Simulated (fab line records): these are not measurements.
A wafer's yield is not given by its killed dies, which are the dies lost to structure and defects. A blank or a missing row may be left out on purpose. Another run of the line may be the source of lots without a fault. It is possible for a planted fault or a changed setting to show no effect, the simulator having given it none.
Chamber matching    flow n5 finfet    4 sister chambers for N5_SD_EPI_N_ETCH_34 on rie diel-02
The step etches SiARC in CF4, target depth 45.5 nm, time 75.8 s. 4 wafers are shown with their chamber, then 12 later ones without.

WAFERS PAIRED WITH THEIR CHAMBERS
wafer   chamber  drypump motor current A (A)
L086.1  2        5.7
L086.4  0        5.8
L087.3  3        4.7
L087.6  1        5.6

WAFERS WITH NO CHAMBER GIVEN
wafer   drypump motor current A (A)
L088.3  5.8
L088.5  5.7
L088.6  5.6
L092.1  5.7
L092.3  4.7
L092.6  5.8
L093.2  4.8
L093.4  5.8
L093.6  5.6
L095.1  5.6
L095.5  5.8
L095.6  4.7

THE CHAMBER EACH PASSED THROUGH
wafer    from the rows above   in truth
L088.3   0                     0
L088.5   2                     2
L088.6   1                     1
L092.1   2                     2
L092.3   3                     3
L092.6   0                     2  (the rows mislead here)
L093.2   3                     3
L093.4   0                     0
L093.6   1                     1
L095.1   1                     1
L095.5   0                     0
L095.6   3                     3
Correct placement for 11 of the 12. Number that these rows cannot place: 0. Number placed wrongly: 1.
How it was worked out, from the rows above alone: a wafer's distance from a chamber is the root of the sum, over the readings, of the square of ((its reading less the chamber's mean) divided by the reading's scatter). If the next closest chamber is less than 2 further off than the closest, the wafer can't be placed; otherwise it belongs to the closest. The mean given for a chamber averages the wafers shown for that chamber. The scatter: root of mean squared gap, hidden wafer to nearest shown wafer, with one shown wafer a chamber.
